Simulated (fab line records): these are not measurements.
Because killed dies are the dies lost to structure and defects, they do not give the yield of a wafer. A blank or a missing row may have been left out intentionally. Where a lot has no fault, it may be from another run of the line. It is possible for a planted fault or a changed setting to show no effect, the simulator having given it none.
Comparing a struck lot with a sound one -- flow n5_finfet -- 36 steps out of a route of 1938
Sound: wafers L709.1, L709.4, L709.6. Struck: wafer L718.1; the same lot's L718.5 was not struck, so it is left out; see the end for the cause.
At each step with rows: each side's tool, then ch and its chambers, then its first start. Under that, the readings that differ: sound wafers -- struck wafers -- difference of the means -- sigmas: that difference in standard deviations of wafers without a fault.
alike: words and numbers the same on both sides, and readings whose means are apart by under 2 such deviations; not compared: readings that were withheld, readings missing a value for some wafer, numbers with overlapping values and no deviation given by the record, and bounds like >300 which may hide the same value.
The two part at a step that has a row with sigmas, a row that says differs or no value, or rows on one side only. Numbers that don't overlap but have no deviation are shown without sigmas and don't part them. Lack of a reading on every wafer of one side parts them only where that side has two or more wafers.

first, 9 steps without rows for these wafers: N5_MOL_CONTACT_COAG_SRD_128 (dry time 32 s); N5_MOL_CONTACT_COAG_CMP_52 (polishes, stops on SiO2, t overpolish 1.5 s, target thk 66.5 nm); N5_MOL_CONTACT_COAG_ANNEAL_112 (time 1800 s); N5_BEOL_M0_SAQP_PECVD_00 (deposits SiCN from 3MS/NH3, target thk 8 nm, time 14 s); N5_BEOL_M0_SAQP_ILD_DEP_01 (deposits SiOC from DEMS/O2, target thk 45.419 nm, time 8.7 s); N5_BEOL_M0_SAQP_HM_DEP_02 (deposits TiN, target thk 12 nm); N5_BEOL_M0_SAQP_PECVD_03 (deposits SiCN from 3MS/NH3, target thk 12 nm, time 21.1 s); N5_BEOL_M0_SAQP_PECVD_96 (deposits a-Si from SiH4/He, target thk 45 nm, time 45.2 s); N5_BEOL_M0_SAQP_PECVD_97 (deposits SiNx from SiH4/NH3/N2, target thk 23 nm, time 19.9 s).
N5_BEOL_M0_SAQP_PECVD_04: deposits a-Si from SiH4/He, target thk 60 nm, time 60.2 s.
  sound on pecvd-02 ch 0,1,2, day 6 20:31; struck on pecvd-02 ch 2, day 9 05:44
reading,sound,struck,difference,sigmas
model.a-Si_of_BEOL_M0_SAQP_PECVD_04.thk_nm (nm),59.2 60.2 60.4,65.8,+5.9,
  alike: heater_power_w, showerhead_plenum_p_Torr, showerhead_vpp_V, throttle_valve_pct
N5_BEOL_M0_SAQP_THK_MEAS_05:
  struck on film_metro-02, day 9 05:51; sound on film_metro-01, day 6 20:37
reading,sound,struck,difference,sigmas
thk_nm (nm),59.2 60.2 60.5,65.9,+5.9,+8
then, 15 steps without rows for these wafers: N5_BEOL_M0_SAQP_HM_DEP_111 (deposits SiO2 from SiH4/N2O, target thk 12 nm, time 7.2 s); N5_BEOL_M0_SAQP_COAT_81 (time 60 s, resist thk 100 nm); N5_BEOL_M0_SAQP_COAT_82 (time 60 s, resist thk 30 nm); N5_BEOL_M0_SAQP_COAT_08 (resist thk 90 nm); N5_BEOL_M0_SAQP_EBR_10; N5_BEOL_M0_SAQP_SOFTBAKE_09 (time 60 s); N5_BEOL_M0_SAQP_EXPOSE_11 (exposes mask M0 CORE, target cd 42 nm); N5_BEOL_M0_SAQP_PEB_12 (peb time 60 s); N5_BEOL_M0_SAQP_DEVELOP_13 (develop time 30 s); N5_BEOL_M0_SAQP_DESCUM_19 (chemistry O2, time 7.9 s); N5_BEOL_M0_SAQP_ETCH_83 (etches SiARC in CF4, target depth 39 nm, time 65 s); N5_BEOL_M0_SAQP_ETCH_84 (etches SOC in N2/H2, target depth 100 nm, overetch 20 nm, time 150 s); N5_BEOL_M0_SAQP_STRIP_80 (strips in N2/H2); N5_BEOL_M0_SAQP_HM_OPEN_112 (chemistry CHF3/O2, target SiO2, stops on a-Si, target depth 12 nm, time 13.5 s); N5_BEOL_M0_SAQP_STRIP_113 (strips in CHF3/O2).
N5_BEOL_M0_SAQP_MANDREL_ETCH_20: etches a-Si in HBr/Cl2, stops on SiNx, target depth 60 nm, bt time 10 s, time 30 s.
  sound on rie_si-02 ch 2,3, day 6 21:28; struck on rie_si-03 ch 2, day 9 06:42
reading,sound,struck,difference,sigmas
oes_product_au (a.u.),0.764 0.785 0.763,0.828,+0.057,+5
model.etch.depth_nm (nm),59.16 60.09 60.46,65.9,+6.0,
  alike: drypump_motor_current_A, throttle_valve_pct
  not compared: rf_hours_counter_h
then, 5 steps without rows for these wafers: N5_BEOL_M0_SAQP_STRIP_86 (strips in N2/H2); N5_BEOL_M0_SAQP_STRIP_115 (strips in post etch residue remover, time 60 s); N5_BEOL_M0_SAQP_SRD_93 (time 30 s); N5_BEOL_M0_SAQP_RECESS_114 (chemistry HF/NH3, target SiO2, target depth 14.4 nm, afs cycles 3, sublimation time 60 s); N5_BEOL_M0_SAQP_SPACER1_ALD_98 (deposits SiO2, target thk 12.8 nm, pulse time 1 s, purge time 2 s).
N5_BEOL_M0_SAQP_SPACER1_ETCHBACK_99: etches SiO2 in CHF3/O2, target depth 15.4 nm, time 7.7 s.
  sound on rie_diel-04 ch 0,3, day 6 22:43; struck on rie_diel-03 ch 2, day 9 07:52
reading,sound,struck,difference,sigmas
model.a-Si_of_BEOL_M0_SAQP_PECVD_04.thk_nm (nm),58.6 59.4 59.8,65.2,+5.9,
  alike: drypump_motor_current_A, oes_product_au, rf_vpp_V, showerhead_plenum_p_Torr, throttle_valve_pct
  not compared: rf_hours_counter_h
then, 1 step without rows for these wafers: N5_BEOL_M0_SAQP_MANDREL1_REMOVE_100 (chemistry HBr/Cl2/O2, target a-Si, stops on SiNx, bt time 10 s).
-- the record jumps here: 2 days lie between the struck wafers' starts before and after (it left off in module BEOL_M0_SAQP and takes up again in module BEOL_M4, whose first step shown is number 1111 of the route) --
N5_BEOL_M4_RC_MEAS_101:
  sound on prober-02 ch 0, day 10 03:47; struck on prober-02 ch 0, day 11 16:53
  alike: DIBL_N, DIBL_P, IOFF_N, IOFF_P, ION_N, ION_P, SS_N, SS_P, VT_N, VT_P
-- record jumps: 5 days separate the struck wafers' starts on either side; left off in module BEOL_M4, taken up again in module PASSIVATION, whose first shown step is the route's number 1936 --
N5_PASSIVATION_PROBE_49:
  struck on prober-01, day 16 13:55; sound on prober-01, day 14 18:54
  alike: defect_limited_yield, killed_at_M0_to_M3, killed_at_M4_up, killed_at_contacts, killed_at_front_end, killed_at_other, killed_dies, killed_open, killed_short, sort_bin_4_leakage, sort_bin_5_function, sort_bin_6_memory, sort_n_pass, sort_yield_pct

== WHERE THEY PART ==
First at N5_BEOL_M0_SAQP_THK_MEAS_05; last, within this record, at N5_BEOL_M0_SAQP_MANDREL_ETCH_20. Later steps at which nothing parts them and some readings are alike: N5_BEOL_M0_SAQP_SPACER1_ETCHBACK_99, N5_BEOL_M4_RC_MEAS_101, N5_PASSIVATION_PROBE_49.

WHY: the cause the simulator had injected
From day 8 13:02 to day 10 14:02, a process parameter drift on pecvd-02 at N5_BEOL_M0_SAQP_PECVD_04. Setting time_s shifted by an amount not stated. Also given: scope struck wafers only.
